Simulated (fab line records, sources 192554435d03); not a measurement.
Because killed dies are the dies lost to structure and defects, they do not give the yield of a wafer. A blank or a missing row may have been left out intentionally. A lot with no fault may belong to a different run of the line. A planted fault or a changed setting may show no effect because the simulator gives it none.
Chamber matching + flow n5-finfet + rie-diel-01 running N5_BEOL_M1_STRIP_66: 4 sister chambers
The step strips in CF4. 16 wafers are shown with their chamber, then 8 later ones without.

WAFERS WITH THEIR CHAMBER
| wafer  | chamber | showerhead-plenum-p-Torr (Torr) | throttle-valve-pct (%) | drypump-motor-current-A (A) |
|--------|---------|---------------------------------|------------------------|-----------------------------|
| L075.1 | 3       | 1.83                            | 13.40                  | 5.4                         |
| L075.4 | 0       | 1.89                            | 13.39                  | 5.1                         |
| L075.5 | 1       | 1.90                            | 13.07                  | 6.0                         |
| L081.1 | 3       | 1.82                            | 13.44                  | 5.4                         |
| L081.3 | 1       | 1.90                            | 13.10                  | 5.9                         |
| L081.5 | 1       | 1.90                            | 13.09                  | 5.9                         |
| L084.2 | 3       | 1.82                            | 13.44                  | 5.4                         |
| L084.3 | 1       | 1.90                            | 13.09                  | 5.9                         |
| L084.6 | 0       | 1.89                            | 13.39                  | 5.1                         |
| L083.2 | 2       | 1.77                            | 13.82                  | 5.6                         |
| L083.5 | 2       | 1.77                            | 13.81                  | 5.6                         |
| L083.6 | 1       | 1.90                            | 13.10                  | 6.0                         |
| L085.1 | 3       | 1.82                            | 13.44                  | 5.4                         |
| L085.5 | 0       | 1.89                            | 13.44                  | 5.1                         |
| L085.6 | 3       | 1.82                            | 13.44                  | 5.4                         |
| L087.1 | 0       | 1.89                            | 13.42                  | 5.0                         |

SIGNATURES (means of the wafers above)
| reading                  | chamber 0 | chamber 1 | chamber 2 | chamber 3 | scatter within a chamber |
|--------------------------|-----------|-----------|-----------|-----------|--------------------------|
| showerhead-plenum-p-Torr | 1.8900    | 1.9000    | 1.7700    | 1.8220    | 0.00258                  |
| throttle-valve-pct       | 13.4100   | 13.0900   | 13.8150   | 13.4320   | 0.0176                   |
| drypump-motor-current-A  | 5.075     | 5.940     | 5.600     | 5.400     | 0.0403                   |
Rule: distance of a wafer from a chamber = root of the sum over the readings of ((wafer's reading minus chamber's mean) / reading's scatter) squared. If the next closest chamber is less than 2 further off than the closest, the wafer can't be placed; otherwise it belongs to the closest. The scatter: the root of (the sum of the squares of (reading less its chamber's mean) over the shown wafers, divided by (wafers less chambers)).

WAFERS MISSING THEIR CHAMBER
| wafer  | showerhead-plenum-p-Torr (Torr) | throttle-valve-pct (%) | drypump-motor-current-A (A) |
|--------|---------------------------------|------------------------|-----------------------------|
| L087.3 | 1.82                            | 13.44                  | 5.4                         |
| L087.5 | 1.77                            | 13.83                  | 5.5                         |
| L092.2 | 1.90                            | 13.14                  | 6.0                         |
| L092.3 | 1.77                            | 13.26                  | 5.5                         |
| L092.5 | 1.82                            | 13.49                  | 5.4                         |
| L094.2 | 1.89                            | 13.15                  | 5.9                         |
| L094.3 | 1.81                            | 13.49                  | 5.4                         |
| L094.5 | 1.81                            | 13.52                  | 5.4                         |

WHICH CHAMBER EACH ONE RAN IN
| wafer  | from the rows above | in truth                   |
|--------|---------------------|----------------------------|
| L087.3 | 3                   | 3                          |
| L087.5 | 2                   | 2                          |
| L092.2 | 1                   | 1                          |
| L092.3 | 3                   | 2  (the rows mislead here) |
| L092.5 | 3                   | 3                          |
| L094.2 | 1                   | 1                          |
| L094.3 | 3                   | 3                          |
| L094.5 | 3                   | 3                          |
Placed correctly: 7 of 8. Can't be placed from these rows: 0. Wrongly placed: 1.
